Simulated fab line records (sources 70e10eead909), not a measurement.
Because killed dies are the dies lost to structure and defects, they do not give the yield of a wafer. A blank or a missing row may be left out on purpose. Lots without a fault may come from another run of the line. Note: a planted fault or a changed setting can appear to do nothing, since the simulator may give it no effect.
Matching of chambers ; flow nand-harc ; NHARC_P_CONTACT_ALD_22 on ald-metal-04 has 4 sister chambers
The step deposits TiN, target thk 3 nm, pulse time 1 s, ald cycles 150. 16 wafers are shown with their chamber, then 8 later ones without.

## WAFERS, EACH WITH ITS CHAMBER
wafer;chamber;heater-power-w (W);precursor-pulse-height-rel
L075.3;0;1111;0.979
L075.4;1;1079;1.029
L075.5;2;1035;0.985
L078.3;1;1102;0.983
L078.4;2;1024;1.045
L078.6;1;1079;1.011
L085.1;0;1126;1.022
L085.3;3;1155;0.980
L085.4;2;1031;1.012
L089.2;0;1124;0.980
L089.3;2;1014;0.984
L089.6;2;1010;1.011
L091.1;2;1024;1.072
L091.3;3;1151;1.004
L091.6;1;1125;1.001
L093.1;2;1104;0.996

SIGNATURES (means of the wafers above)
reading;chamber 0;chamber 1;chamber 2;chamber 3;scatter within a chamber
heater-power-w;1120.33;1096.25;1034.57;1153.00;25.3
precursor-pulse-height-rel;0.99367;1.00600;1.01500;0.99200;0.0274
Rule: for each reading, subtract the chamber's mean from the wafer's reading, divide by that reading's scatter and square the result; add these up over the readings and take the root, which gives the wafer's distance from the chamber. If the next closest chamber is less than 2 further off than the closest, the wafer can't be placed; otherwise it belongs to the closest. The scatter: the root of (the sum of the squares of (reading less its chamber's mean) over the shown wafers, divided by (wafers less chambers)).

## WAFERS WITH NO CHAMBER GIVEN
wafer;heater-power-w (W);precursor-pulse-height-rel
L093.4;1090;0.993
L093.5;1095;0.995
L096.3;1106;1.031
L096.4;1096;0.995
L096.5;1083;0.990
L097.1;1099;0.999
L097.4;1114;1.007
L097.5;1054;0.993

## THE CHAMBER EACH PASSED THROUGH
wafer;from the rows above;in truth
L093.4;can't be placed: 1 or 0 or 2 or 3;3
L093.5;can't be placed: 1 or 0 or 3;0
L096.3;can't be placed: 1 or 0 or 3 or 2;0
L096.4;can't be placed: 1 or 0 or 3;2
L096.5;can't be placed: 1 or 0 or 2 or 3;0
L097.1;can't be placed: 1 or 0 or 3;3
L097.4;can't be placed: 0 or 1 or 3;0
L097.5;can't be placed: 2 or 1 or 0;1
Correctly placed: 0 of 8. From these rows, 8 cannot be placed; in 7 the true chamber is one of the candidates. Wrongly placed: 0.
